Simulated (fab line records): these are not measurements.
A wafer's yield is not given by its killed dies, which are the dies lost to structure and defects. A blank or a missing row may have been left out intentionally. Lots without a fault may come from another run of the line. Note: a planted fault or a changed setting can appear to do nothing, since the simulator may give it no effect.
Matching of chambers || flow n5_finfet || N5_BEOL_M12_DEP_53 on pecvd-03 has 3 sister chambers
The step deposits SiCN from 3MS/NH3, target thk 30 nm, time 10.5 s. 22 wafers are shown with their chamber, then 11 later ones without.

== WAFERS PAIRED WITH THEIR CHAMBERS ==
{"wafer": "L076.3", "chamber": 0, "throttle_valve_pct (%)": 18.8, "showerhead_plenum_p_Torr (Torr)": 4.161, "chamber_pressure_Torr (Torr)": 3.001}
{"wafer": "L076.5", "chamber": 2, "throttle_valve_pct (%)": 17.9, "showerhead_plenum_p_Torr (Torr)": 4.151, "chamber_pressure_Torr (Torr)": 2.997}
{"wafer": "L076.6", "chamber": 0, "throttle_valve_pct (%)": 18.8, "showerhead_plenum_p_Torr (Torr)": 4.167, "chamber_pressure_Torr (Torr)": 3.006}
{"wafer": "L080.2", "chamber": 1, "throttle_valve_pct (%)": 19.9, "showerhead_plenum_p_Torr (Torr)": 4.159, "chamber_pressure_Torr (Torr)": 2.995}
{"wafer": "L080.3", "chamber": 2, "throttle_valve_pct (%)": 18.2, "showerhead_plenum_p_Torr (Torr)": 4.146, "chamber_pressure_Torr (Torr)": 3.002}
{"wafer": "L080.6", "chamber": 2, "throttle_valve_pct (%)": 17.8, "showerhead_plenum_p_Torr (Torr)": 4.149, "chamber_pressure_Torr (Torr)": 3.007}
{"wafer": "L082.4", "chamber": 1, "throttle_valve_pct (%)": 19.7, "showerhead_plenum_p_Torr (Torr)": 4.164, "chamber_pressure_Torr (Torr)": 2.995}
{"wafer": "L082.5", "chamber": 0, "throttle_valve_pct (%)": 18.9, "showerhead_plenum_p_Torr (Torr)": 4.145, "chamber_pressure_Torr (Torr)": 2.997}
{"wafer": "L082.6", "chamber": 2, "throttle_valve_pct (%)": 18.1, "showerhead_plenum_p_Torr (Torr)": 4.148, "chamber_pressure_Torr (Torr)": 3.013}
{"wafer": "L079.1", "chamber": 1, "throttle_valve_pct (%)": 19.8, "showerhead_plenum_p_Torr (Torr)": 4.167, "chamber_pressure_Torr (Torr)": 2.994}
{"wafer": "L079.3", "chamber": 0, "throttle_valve_pct (%)": 18.6, "showerhead_plenum_p_Torr (Torr)": 4.165, "chamber_pressure_Torr (Torr)": 3.014}
{"wafer": "L079.4", "chamber": 1, "throttle_valve_pct (%)": 19.9, "showerhead_plenum_p_Torr (Torr)": 4.164, "chamber_pressure_Torr (Torr)": 3.005}
{"wafer": "L085.2", "chamber": 0, "throttle_valve_pct (%)": 18.6, "showerhead_plenum_p_Torr (Torr)": 4.151, "chamber_pressure_Torr (Torr)": 3.007}
{"wafer": "L085.3", "chamber": 1, "throttle_valve_pct (%)": 19.9, "showerhead_plenum_p_Torr (Torr)": 4.158, "chamber_pressure_Torr (Torr)": 2.995}
{"wafer": "L085.5", "chamber": 1, "throttle_valve_pct (%)": 19.8, "showerhead_plenum_p_Torr (Torr)": 4.157, "chamber_pressure_Torr (Torr)": 2.995}
{"wafer": "L081.3", "chamber": 0, "throttle_valve_pct (%)": 18.8, "showerhead_plenum_p_Torr (Torr)": 4.160, "chamber_pressure_Torr (Torr)": 3.009}
{"wafer": "L081.5", "chamber": 1, "throttle_valve_pct (%)": 19.7, "showerhead_plenum_p_Torr (Torr)": 4.154, "chamber_pressure_Torr (Torr)": 3.005}
{"wafer": "L081.6", "chamber": 0, "throttle_valve_pct (%)": 18.5, "showerhead_plenum_p_Torr (Torr)": 4.162, "chamber_pressure_Torr (Torr)": 3.006}
{"wafer": "L084.3", "chamber": 1, "throttle_valve_pct (%)": 19.8, "showerhead_plenum_p_Torr (Torr)": 4.165, "chamber_pressure_Torr (Torr)": 3.001}
{"wafer": "L084.4", "chamber": 2, "throttle_valve_pct (%)": 17.9, "showerhead_plenum_p_Torr (Torr)": 4.140, "chamber_pressure_Torr (Torr)": 2.999}
{"wafer": "L084.5", "chamber": 1, "throttle_valve_pct (%)": 19.9, "showerhead_plenum_p_Torr (Torr)": 4.165, "chamber_pressure_Torr (Torr)": 2.994}
{"wafer": "L088.2", "chamber": 2, "throttle_valve_pct (%)": 18.1, "showerhead_plenum_p_Torr (Torr)": 4.147, "chamber_pressure_Torr (Torr)": 2.999}

SIGNATURES (means of the wafers above)
{"reading": "throttle_valve_pct", "chamber 0": 18.714, "chamber 1": 19.822, "chamber 2": 18.000, "scatter within a chamber": 0.127}
{"reading": "showerhead_plenum_p_Torr", "chamber 0": 4.15871, "chamber 1": 4.16144, "chamber 2": 4.14683, "scatter within a chamber": 0.00565}
{"reading": "chamber_pressure_Torr", "chamber 0": 3.00571, "chamber 1": 2.99767, "chamber 2": 3.00283, "scatter within a chamber": 0.00532}
Rule: for each reading, subtract the chamber's mean from the wafer's reading, divide by that reading's scatter and square the result; add these up over the readings and take the root, which gives the wafer's distance from the chamber. If the next closest chamber is less than 2 further off than the closest, the wafer can't be placed; otherwise it belongs to the closest. The scatter: take each reading less its chamber's mean, square it, sum over the shown wafers, divide by the number of wafers less the number of chambers, and take the root.

== WAFERS MISSING THEIR CHAMBER ==
{"wafer": "L088.4", "throttle_valve_pct (%)": 19.8, "showerhead_plenum_p_Torr (Torr)": 4.152, "chamber_pressure_Torr (Torr)": 2.997}
{"wafer": "L088.5", "throttle_valve_pct (%)": 18.6, "showerhead_plenum_p_Torr (Torr)": 4.154, "chamber_pressure_Torr (Torr)": 3.009}
{"wafer": "L093.2", "throttle_valve_pct (%)": 19.7, "showerhead_plenum_p_Torr (Torr)": 4.160, "chamber_pressure_Torr (Torr)": 2.998}
{"wafer": "L093.3", "throttle_valve_pct (%)": 18.5, "showerhead_plenum_p_Torr (Torr)": 4.156, "chamber_pressure_Torr (Torr)": 2.992}
{"wafer": "L093.5", "throttle_valve_pct (%)": 18.7, "showerhead_plenum_p_Torr (Torr)": 4.153, "chamber_pressure_Torr (Torr)": 2.991}
{"wafer": "L091.3", "throttle_valve_pct (%)": 19.8, "showerhead_plenum_p_Torr (Torr)": 4.150, "chamber_pressure_Torr (Torr)": 2.994}
{"wafer": "L091.5", "throttle_valve_pct (%)": 18.0, "showerhead_plenum_p_Torr (Torr)": 4.151, "chamber_pressure_Torr (Torr)": 3.002}
{"wafer": "L091.6", "throttle_valve_pct (%)": 19.8, "showerhead_plenum_p_Torr (Torr)": 4.153, "chamber_pressure_Torr (Torr)": 2.995}
{"wafer": "L094.1", "throttle_valve_pct (%)": 18.0, "showerhead_plenum_p_Torr (Torr)": 4.153, "chamber_pressure_Torr (Torr)": 2.996}
{"wafer": "L094.5", "throttle_valve_pct (%)": 20.0, "showerhead_plenum_p_Torr (Torr)": 4.151, "chamber_pressure_Torr (Torr)": 2.995}
{"wafer": "L094.6", "throttle_valve_pct (%)": 17.9, "showerhead_plenum_p_Torr (Torr)": 4.143, "chamber_pressure_Torr (Torr)": 3.004}

== WHICH CHAMBER EACH WENT THROUGH ==
{"wafer": "L088.4", "from the rows above": 1, "in truth": 1}
{"wafer": "L088.5", "from the rows above": 0, "in truth": 0}
{"wafer": "L093.2", "from the rows above": 1, "in truth": 1}
{"wafer": "L093.3", "from the rows above": "can't be placed: 0 or 2", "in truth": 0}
{"wafer": "L093.5", "from the rows above": 0, "in truth": 0}
{"wafer": "L091.3", "from the rows above": 1, "in truth": 1}
{"wafer": "L091.5", "from the rows above": 2, "in truth": 2}
{"wafer": "L091.6", "from the rows above": 1, "in truth": 1}
{"wafer": "L094.1", "from the rows above": 2, "in truth": 2}
{"wafer": "L094.5", "from the rows above": 1, "in truth": 1}
{"wafer": "L094.6", "from the rows above": 2, "in truth": 2}
Correct placement for 10 of the 11. From these rows, 1 cannot be placed; in 1 the true chamber is one of the candidates. Number placed wrongly: 0.
